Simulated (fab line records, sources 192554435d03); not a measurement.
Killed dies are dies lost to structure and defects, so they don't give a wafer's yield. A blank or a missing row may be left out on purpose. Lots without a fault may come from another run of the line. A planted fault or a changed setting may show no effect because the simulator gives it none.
Which tool did it? | flow n5_finfet | 8 lots, 24 wafers sampled, at 8 steps of a route of 1938

WHAT THE GAUGES READ, wafer by wafer
N5_BEOL_M4_OCD_MEAS_38. Usual: trench_depth_nm 55.0 nm, standard deviation 1.1.
lot  | measured     | on     | trench_depth_nm (nm) | flag
L747 | day 10 18:56 | ocd-02 | 54.7 52.8 54.7       |
L751 | day 12 01:32 | ocd-01 | 55.3 55.1 53.5       |
L754 | day 12 08:46 | ocd-01 | 49.9 47.2 48.9       | OFF
L760 | day 13 20:59 | ocd-01 | 55.9 56.5 55.3       |
L759 | day 13 21:02 | ocd-02 | 49.5 48.5 48.9       | OFF
L763 | day 14 19:20 | ocd-01 | 53.4 54.6 56.0       |
L765 | day 15 03:47 | ocd-02 | 52.5 54.6 53.4       |
L767 | day 15 07:16 | ocd-01 | 56.1 53.0 53.1       |

N5_BEOL_M4_THK_MEAS_53: measures by xrf. Usual: M4_THK 39.4 nm, standard deviation 1.5.
lot  | measured     | on            | M4_THK (nm)    | flag
L747 | day 10 22:49 | film_metro-01 | 39.0 37.6 38.4 |
L751 | day 12 05:30 | film_metro-01 | 40.3 38.8 37.7 |
L754 | day 12 12:30 | film_metro-01 | 34.6 31.5 35.3 | OFF
L760 | day 14 00:58 | film_metro-01 | 41.4 42.6 41.8 |
L759 | day 14 01:24 | film_metro-02 | 32.7 33.3 33.9 | OFF
L763 | day 14 23:28 | film_metro-01 | 36.6 39.1 40.1 |
L765 | day 15 07:48 | film_metro-01 | 37.5 40.3 38.3 |
L767 | day 15 13:03 | film_metro-01 | 40.2 36.2 35.0 |

N5_BEOL_M4_RS_MEAS_58: measures by four-point-probe. Usual: M4_RS 0.68 ohm/sq, standard deviation 0.034.
lot  | measured     | on            | M4_RS (ohm/sq) | flag
L747 | day 10 23:05 | film_metro-01 | 0.69 0.73 0.71 |
L751 | day 12 05:56 | film_metro-01 | 0.67 0.70 0.72 |
L754 | day 12 12:46 | film_metro-01 | 0.81 0.92 0.79 | OFF
L760 | day 14 01:14 | film_metro-01 | 0.64 0.62 0.64 |
L759 | day 14 01:40 | film_metro-01 | 0.86 0.84 0.82 | OFF
L763 | day 14 23:46 | film_metro-02 | 0.75 0.69 0.67 |
L765 | day 15 08:07 | film_metro-02 | 0.73 0.67 0.71 |
L767 | day 15 13:22 | film_metro-01 | 0.66 0.76 0.79 |

N5_BEOL_M4_RC_MEAS_101. Usual: DIBL_N 35.8 mV/V, standard deviation 1.7; DIBL_P 35.3 mV/V, standard deviation 2; IOFF_N 0.150 nA/um, standard deviation 0.026; IOFF_P 0.194 nA/um, standard deviation 0.029; ION_N 667 uA/um, standard deviation 11; ION_P 456 uA/um, standard deviation 7.1; SS_N 71.4 mV/dec, standard deviation 0.65; SS_P 73.1 mV/dec, standard deviation 0.64; VT_N 251 mV, standard deviation 3; VT_P -252 mV, standard deviation 3.2.
lot  | measured     | on        | DIBL_N (mV/V)  | DIBL_P (mV/V)  | IOFF_N (nA/um)    | IOFF_P (nA/um)    | ION_N (uA/um) | ION_P (uA/um) | SS_N (mV/dec)  | SS_P (mV/dec)  | VT_N (mV)   | VT_P (mV)      | flag
L747 | day 10 23:08 | prober-02 | 36.3 35.5 35.1 | 39.2 38.0 37.0 | 0.181 0.148 0.158 | 0.208 0.189 0.186 | 679 659 675   | 459 453 458   | 71.7 72.0 71.8 | 73.6 73.9 72.7 | 248 249 252 | -252 -253 -253 |
L751 | day 12 05:59 | prober-02 | 34.0 32.6 36.1 | 35.8 33.2 38.3 | 0.141 0.123 0.184 | 0.208 0.172 0.250 | 676 667 680   | 468 458 468   | 70.9 70.8 71.3 | 72.7 71.9 73.2 | 250 251 247 | -249 -251 -243 |
L754 | day 12 12:49 | prober-02 | 33.9 35.7 36.5 | 32.9 34.6 34.1 | 0.124 0.149 0.156 | 0.169 0.199 0.182 | 660 673 665   | 451 465 450   | 71.0 70.5 70.8 | 72.6 72.7 72.6 | 254 252 251 | -252 -251 -254 |
L760 | day 14 01:35 | prober-01 | 34.5 34.4 36.1 | 34.0 32.9 35.3 | 0.121 0.116 0.143 | 0.179 0.167 0.204 | 650 656 668   | 454 451 455   | 71.1 70.8 71.9 | 73.7 72.8 72.8 | 254 255 253 | -250 -255 -251 |
L759 | day 14 01:52 | prober-02 | 36.2 37.0 35.2 | 37.5 36.5 35.8 | 0.165 0.162 0.137 | 0.234 0.206 0.201 | 667 678 659   | 458 464 459   | 71.4 71.6 71.2 | 74.2 73.9 73.3 | 244 249 250 | -247 -249 -250 |
L763 | day 14 23:49 | prober-01 | 36.1 38.2 34.3 | 35.1 36.6 31.9 | 0.165 0.209 0.121 | 0.231 0.262 0.186 | 666 691 652   | 467 470 458   | 71.9 71.8 70.9 | 72.7 73.3 72.6 | 245 243 251 | -246 -244 -251 |
L765 | day 15 08:19 | prober-01 | 34.3 36.6 34.5 | 34.8 37.6 35.9 | 0.117 0.153 0.129 | 0.170 0.217 0.184 | 668 666 674   | 463 458 463   | 70.9 71.9 71.3 | 73.4 73.2 73.1 | 255 253 252 | -253 -251 -253 |
L767 | day 15 13:35 | prober-02 | 36.4 32.1 38.1 | 37.8 30.6 38.0 | 0.167 0.103 0.195 | 0.192 0.114 0.186 | 676 649 674   | 457 443 452   | 71.4 70.6 72.7 | 73.8 71.6 73.5 | 247 255 247 | -252 -260 -255 |

WHICH TOOL RAN EACH LOT (tool, then ch and the chambers of the sampled wafers, then the start)
lot  | N5_BEOL_M4_ALD_98                 | N5_BEOL_M4_TRENCH_ETCH_37          | N5_BEOL_M4_PRE_CLEAN_45      | N5_BEOL_M4_SPUTTER_48
L747 | ald_sin-04 ch 2,3, day 9 14:44    | rie_diel-03 ch 0,2,3, day 10 18:47 | pvd_sputter-02, day 10 19:22 | pvd_sputter-02, day 10 20:15
L751 | ald_sin-01 ch 0,1,3, day 10 21:21 | rie_diel-03 ch 1,2,3, day 12 01:23 | pvd_sputter-02, day 12 01:53 | pvd_sputter-02, day 12 02:41
L754 | ald_sin-01 ch 0,1, day 11 06:33   | rie_diel-03 ch 0,1,3, day 12 08:37 | pvd_sputter-03, day 12 09:16 | pvd_sputter-02, day 12 09:52
L760 | ald_sin-03 ch 2,3, day 12 19:07   | rie_diel-01 ch 1,3, day 13 20:50   | pvd_sputter-03, day 13 21:48 | pvd_sputter-03, day 13 22:25
L759 | ald_sin-03 ch 1,2, day 12 19:12   | rie_diel-03 ch 1,2, day 13 20:52   | pvd_sputter-03, day 13 21:53 | pvd_sputter-01, day 13 22:50
L763 | ald_sin-03 ch 1,3, day 13 18:25   | rie_diel-01 ch 0,1,2, day 14 19:11 | pvd_sputter-03, day 14 19:53 | pvd_sputter-03, day 14 20:34
L765 | ald_sin-04 ch 0,3, day 14 02:38   | rie_diel-04 ch 0,1, day 15 03:38   | pvd_sputter-03, day 15 04:15 | pvd_sputter-02, day 15 05:03
L767 | ald_sin-01 ch 1,3, day 14 12:52   | rie_diel-04 ch 0,3, day 15 07:07   | pvd_sputter-01, day 15 08:03 | pvd_sputter-01, day 15 10:30
- N5_BEOL_M4_ALD_98: deposits SiO2, target thk 2.5 nm, pulse time 1 s, co reactant pulse time 1 s.
- N5_BEOL_M4_TRENCH_ETCH_37: etches SiOC in C4F6/O2, target depth 55.555 nm, time 29.2 s.
- N5_BEOL_M4_PRE_CLEAN_45: time 30 s.
- N5_BEOL_M4_SPUTTER_48: material Cu, target thk 4.5 nm, time 8.29 s.

WHAT THE TOOLS THEMSELVES READ (means of the sampled wafers that have a number; where no wafer has one, the mark that the record gives instead)
N5_BEOL_M4_ALD_98. Usual: heater_power_w 84 W, standard deviation 10; precursor_pulse_height_rel 1.001, standard deviation 0.021.
lot  | tool       | heater_power_w (W) | precursor_pulse_height_rel | flag
L747 | ald_sin-04 | 87                 | 0.994                      |
L751 | ald_sin-01 | 90                 | 0.988                      |
L754 | ald_sin-01 | 90                 | 0.995                      |
L760 | ald_sin-03 | 85                 | 1.012                      |
L759 | ald_sin-03 | 79                 | 1.016                      |
L763 | ald_sin-03 | 83                 | 0.999                      |
L765 | ald_sin-04 | 70                 | 0.989                      |
L767 | ald_sin-01 | 83                 | 1.004                      |

N5_BEOL_M4_TRENCH_ETCH_37. Usual: C4F6_flow_sccm 10.00 sccm, standard deviation 0.03; bias_w 185.0 W, standard deviation 0.53; drypump_motor_current_A 5.9 A, standard deviation 0.48; oes_product_au 0.80 a.u., standard deviation 0.096; rf_fwd_power_W 349.2 W, standard deviation 1.8; rf_vpp_V 669 V, standard deviation 11; showerhead_plenum_p_Torr 2.84 Torr, standard deviation 0.11; throttle_valve_pct 20.8 %, standard deviation 0.33.
lot  | tool        | C4F6_flow_sccm (sccm) | bias_w (W) | drypump_motor_current_A (A) | oes_product_au (a.u.) | rf_fwd_power_W (W) | rf_vpp_V (V) | showerhead_plenum_p_Torr (Torr) | throttle_valve_pct (%) | flag
L747 | rie_diel-03 | 10.01                 | 185.1      | 5.8                         | 0.70                  | 349.9              | 667          | 2.78                            | 20.7                   |
L751 | rie_diel-03 | 10.00                 | 185.1      | 5.7                         | 0.78                  | 348.1              | 667          | 2.85                            | 20.6                   |
L754 | rie_diel-03 | 10.02                 | 184.7      | 5.8                         | 0.80                  | 263.5              | 771          | 2.95                            | 20.6                   | OFF
L760 | rie_diel-01 | 10.02                 | 184.8      | 5.8                         | 0.84                  | 349.5              | 668          | 2.76                            | 20.8                   |
L759 | rie_diel-03 | 10.00                 | 184.3      | 5.2                         | 0.77                  | 263.0              | 770          | 2.84                            | 20.5                   | OFF
L763 | rie_diel-01 | 10.02                 | 184.9      | 6.3                         | 0.74                  | 348.3              | 662          | 2.79                            | 21.1                   |
L765 | rie_diel-04 | 9.99                  | 185.3      | 6.1                         | 0.73                  | 351.4              | 668          | 2.85                            | 21.2                   |
L767 | rie_diel-04 | 9.98                  | 185.4      | 5.7                         | 0.75                  | 351.0              | 673          | 2.89                            | 21.1                   |

N5_BEOL_M4_PRE_CLEAN_45. Usual: heater_power_w 313 W, standard deviation 37.
lot  | tool           | heater_power_w (W) | flag
L747 | pvd_sputter-02 | 314                |
L751 | pvd_sputter-02 | 329                |
L754 | pvd_sputter-03 | 294                |
L760 | pvd_sputter-03 | 266                |
L759 | pvd_sputter-03 | 280                |
L763 | pvd_sputter-03 | 302                |
L765 | pvd_sputter-03 | 297                |
L767 | pvd_sputter-01 | 334                |

N5_BEOL_M4_SPUTTER_48. Usual: chuck_sensor_temp_C -15.8 C, standard deviation 0.41; throttle_valve_pct 29.9 %, standard deviation 1.1.
lot  | tool           | chuck_sensor_temp_C (C) | throttle_valve_pct (%) | flag
L747 | pvd_sputter-02 | -15.3                   | 31.2                   |
L751 | pvd_sputter-02 | -15.5                   | 30.6                   |
L754 | pvd_sputter-02 | -15.6                   | 30.7                   |
L760 | pvd_sputter-03 | -15.8                   | 30.2                   |
L759 | pvd_sputter-01 | -16.3                   | 28.8                   |
L763 | pvd_sputter-03 | -15.7                   | 29.5                   |
L765 | pvd_sputter-02 | -15.5                   | 30.5                   |
L767 | pvd_sputter-01 | -16.2                   | 29.5                   |

THE ANSWER, worked out from the rows above alone
Rule: a lot is off if the mean of its wafers that have a number lies more than 3 standard deviations from the usual mean. A lot without any number at a reading at which 4 lots or more have one is off too. The other lots that the step has rows for count as sound. The gauges are gone through in route order, then the tools' own readings, and for those a lot's mean is taken as printed above. The first step at which some lot is off is used, and at that step the reading that is off furthest; a lot without a number counts as furthest.
Off: L754, L759, at N5_BEOL_M4_OCD_MEAS_38 (trench_depth_nm).
A tool fits if, at a process step before that reading, it ran every lot that is off, and no sound lot after the first of them. The gauges at N5_BEOL_M4_OCD_MEAS_38 aren't tried: what is off there is off at N5_BEOL_M4_THK_MEAS_53 too, on other tools, and a gauge's error can't cause that. One fits: rie_diel-03 at N5_BEOL_M4_TRENCH_ETCH_37. Its last sound lot is L751 (day 12 01:23), its first lot that is off L754 (day 12 08:37): a fault that began between those two fits.
The tool's own readings at N5_BEOL_M4_TRENCH_ETCH_37 bear it out: on the lots that are off they differ by more than 5 times the standard deviation of the sound lots' means. rf_fwd_power_W reads 263.2 W there against 349.7 W on the sound lots; rf_vpp_V reads 770 V there against 668 V on the sound lots.

WHAT THE SIMULATOR HAD PUT IN
Process parameter drift: rie_diel-03, from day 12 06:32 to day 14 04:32, at N5_BEOL_M4_TRENCH_ETCH_37. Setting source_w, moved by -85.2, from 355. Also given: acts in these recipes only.
Lots struck among those shown: L754, L759. The rule above found the same.
